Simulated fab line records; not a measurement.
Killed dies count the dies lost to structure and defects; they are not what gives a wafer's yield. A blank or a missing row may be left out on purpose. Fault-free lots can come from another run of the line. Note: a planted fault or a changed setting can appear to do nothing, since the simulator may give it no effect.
Struck lot and sound lot, side by side	flow nandHarc	15 out of 1159 route steps
Sound: these wafers, L417.3, L417.4, L417.5. Struck: wafer L426.5; the same lot's L426.6 was not struck, so it is left out; see the end for the cause.
Order at every step that has rows: each side's tool, ch and its chambers, its first start. Under that, the readings that differ: sound wafers	struck wafers	difference of the means	sigmas: that difference in standard deviations of wafers without a fault.
alike: readings with means less than 2 such deviations apart, plus words and numbers identical on both sides. not compared: withheld readings, readings lacking a value on some wafer, bounds such as >300 that could conceal the same value, and numbers that have no deviation in the record and whose values overlap.
The two part at a step that has a row with sigmas, a row that says differs or no value, or rows on one side only. Numbers that have no deviation but don't overlap get no sigmas and don't part them. A reading missing from all wafers of one side parts the sides only when that side holds two or more wafers.

NHARC_A_SGD_CUT_THK_MEAS_22: measures by ellipsometry.
  sound: filmMetro-02 at day 14 14:43; struck: filmMetro-01 at day 17 08:14
  alike: thkNm
then, 2 steps without rows for these wafers: NHARC_A_SGD_CUT_SRD_23; NHARC_A_SGD_CUT_ETCH_26 (etches SiO2 in dHF, target depth 45.8 nm).
NHARC_A_SGD_CUT_ETCHBACK_24: etches the open film in CH3F/O2, target depth 50 nm, time 92.857 s.
  sound on rieDiel-02 ch 0,1, day 14 14:56; struck on rieDiel-13 ch 3, day 17 08:32
  alike: drypumpMotorCurrentA, oesProductAu, rfVppV, showerheadPlenumPTorr, throttleValvePct
  not compared: rfHoursCounterH
NHARC_A_SGD_CUT_STRIP_28: strips in O2, time 20 s.
  sound on rieDiel-02 ch 1,2,3; struck on rieDiel-13 ch 2, day 17 08:39
reading	sound	struck	difference	sigmas
rfVppV (V)	57.0 57.4 58.4	60.1	+2.5	+3
  alike: drypumpMotorCurrentA, oesProductAu, showerheadPlenumPTorr, throttleValvePct
  not compared: rfHoursCounterH
NHARC_A_SGD_CUT_INSPECT_25:
  sound: defectInspect-02 at day 14 15:11; struck: defectInspect-02 at day 17 08:44
  alike: rawDefectCount
NHARC_A_SLIT_DEP_25: deposits SiO2, target thk 200 nm.
  sound on pecvd-04 ch 0,1, day 14 15:31; struck on pecvd-01 ch 0, day 17 08:56
reading	sound	struck	difference	sigmas
heaterPowerW (W)	377 396 491	657	+236	+2
  alike: showerheadVppV, throttleValvePct
NHARC_A_SLIT_DEP_00: deposits aC, target thk 3200 nm.
  sound on aclDep-01 ch 0, day 14 16:26; struck on aclDep-02 ch 0, day 17 10:27
  alike: throttleValvePct
NHARC_A_SLIT_DEP_23: deposits SiON, target thk 100 nm.
  sound on pecvd-04 ch 0,1,2, day 14 17:49; struck on pecvd-02 ch 1, day 17 11:14
  alike: heaterPowerW, showerheadVppV
then, 3 steps without rows for these wafers: NHARC_A_SLIT_DEHYDRATE_01 (time 120 s); NHARC_A_SLIT_HMDS_02 (time 30 s); NHARC_A_SLIT_COAT_03 (resist thk 90 nm).
NHARC_A_SLIT_SOFTBAKE_04: time 55 s.
  sound on lithoTrack-01 ch 0, day 14 18:00; struck on lithoTrack-01 ch 0, day 17 11:00
reading	sound	struck	difference	sigmas
heaterPowerTotalW (W)	188.53 188.47 188.38	196.85	+8.39	+60
then, 2 steps without rows for these wafers: NHARC_A_SLIT_EBR_05; NHARC_END_SORT_01.

## WHERE THEY PART
At NHARC_A_SGD_CUT_STRIP_28 first; at NHARC_A_SLIT_SOFTBAKE_04 last (within this record only).

WHY: what had been put in by the simulator
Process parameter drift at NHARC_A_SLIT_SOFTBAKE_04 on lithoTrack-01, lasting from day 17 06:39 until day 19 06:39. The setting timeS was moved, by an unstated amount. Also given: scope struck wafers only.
